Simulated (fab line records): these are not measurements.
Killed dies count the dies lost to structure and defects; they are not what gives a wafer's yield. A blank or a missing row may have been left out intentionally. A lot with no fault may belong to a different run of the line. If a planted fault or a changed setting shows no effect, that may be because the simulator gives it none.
Split-lot study | flow n5-finfet | route with 1938 steps; 7 lots, 21 wafers read

== THE SPLIT ==
At N5_SD_EPI_N_EPI_21 (deposits Si:P, time 690 s), the setting temp-c was moved away from the recipe's 680 C on 3 of the 21 wafers read, by -0.3% to -0.2%. For the rest of the wafers, this setting stayed at what the recipe calls for.

== FROM THE SPLIT TO THE READING: what the file shows between them, 4 steps ==
- N5_SD_EPI_P_COAT_34: time 60 s, resist thk 350 nm (also split here: spin-rpm)
- N5_SD_EPI_P_COAT_35: time 60 s, resist thk 35 nm
- N5_SD_EPI_P_COAT_03: resist thk 150 nm
- N5_SD_EPI_P_EPI_21: deposits SiGe:B, time 355 s

== THE READING ==
Si-P_of_SD_EPI_N_EPI_21.thk-nm (the simulator's own value, which no gauge read), in nm, at N5_SD_EPI_P_HM_STRIP_48 (strips SiNx in H3PO4, material SiNx, target depth 3 nm). No usual value for it is given in the file. Here, 18 wafers ran the recipe; their average is 58.3 nm with a standard deviation of 0.37 nm.

wafer  | tool, chamber at the split | temp-c as run, C | against the recipe | Si-P_of_SD_EPI_N_EPI_21.thk-nm, nm | against lot-mates on the recipe
L078.1 | epi-rpcvd-01, 0            | 680              | recipe             | 57.4                               | -
L078.2 | epi-rpcvd-01, 0            | 680              | recipe             | 58.4                               | -
L078.5 | epi-rpcvd-01, 0            | 680              | recipe             | 58                                 | -
L080.2 | epi-rpcvd-02, 0            | 680              | recipe             | 58.8                               | -
L080.3 | epi-rpcvd-02, 0            | 680              | recipe             | 58.8                               | -
L080.4 | epi-rpcvd-02, 0            | 680              | recipe             | 58.4                               | -
L081.1 | epi-rpcvd-01, 0            | 680              | recipe             | 58                                 | -
L081.2 | epi-rpcvd-01, 0            | 680              | recipe             | 58.6                               | -
L081.4 | epi-rpcvd-01, 0            | 680              | recipe             | 58.6                               | -
L082.1 | epi-rpcvd-02, 0            | 680              | recipe             | 57.8                               | -
L082.2 | epi-rpcvd-02, 0            | 680              | recipe             | 58.4                               | -
L082.5 | epi-rpcvd-02, 0            | 680              | recipe             | 58.2                               | -
L087.2 | epi-rpcvd-01, 0            | 680              | recipe             | 58.4                               | -
L087.4 | epi-rpcvd-01, 0            | 680              | recipe             | 58.4                               | -
L087.5 | epi-rpcvd-01, 0            | 678.5            | -0.2%              | 56.8                               | -1.6
L089.2 | epi-rpcvd-01, 0            | 680              | recipe             | 58.8                               | -
L089.3 | epi-rpcvd-01, 0            | 680              | recipe             | 58                                 | -
L089.5 | epi-rpcvd-01, 0            | 680              | recipe             | 58.6                               | -
L094.1 | epi-rpcvd-02, 0            | 678.2            | -0.3%              | 56.4                               | -2.0
L094.6 | epi-rpcvd-02, 0            | 678.2            | -0.3%              | 56.4                               | -2.0
L094.2 | epi-rpcvd-02, 0            | 680              | recipe             | 58.4                               | -

THE FIT
A straight line over all 21 wafers: Si-P_of_SD_EPI_N_EPI_21.thk-nm changes by +7.21 nm for each +1% of temp-c; r = +0.88; the points scatter about the line by 0.36 nm.
The same after taking each lot's own level away (the mean of its wafers on the recipe; 21 wafers): +7.48 nm for each +1%; r = +0.93; scatter 0.27 nm.
On that fit, the largest move of temp-c shifts the reading by 2 nm.
From 57.93 to 58.67 nm: that is the span of the lots' own levels, equal to 2.0 times the standard deviation above.
So the lot-to-lot level changes the slope little: the two slopes agree.
Check: for one of the wafers moved furthest among these (-0.3%), held out of the fit, the line's prediction against its lot-mates is -1.97 nm. Against them it came out at -2 nm.

== THESE WAFERS: OTHER SPLITS ==
Before the reading, these wafers also passed through other splits. Each is held against what the fit with the lots' levels taken away leaves over:
other split on the same wafers | wafers away from the commonest value | r with Si-P_of_SD_EPI_N_EPI_21.thk-nm (lot level and that fit taken away)
N5_FIN_SAQP_COAT_50 spin-rpm   | 5                                    | +0.21
N5_FIN_CUT_EXPOSE_05 dose-mj   | 6                                    | -0.11
N5_FIN_CUT_ETCH_21 time-s      | 7                                    | -0.26
N5_DUMMY_GATE_CVD_03 temp-c    | 18                                   | +0.00
N5_SD_EPI_P_COAT_34 spin-rpm   | 8                                    | +0.08

== THE FILE'S OWN FIT ==
Si-P_of_SD_EPI_N_EPI_21.thk-nm changes by +7.43 nm for each +1% of temp-c, r = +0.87.
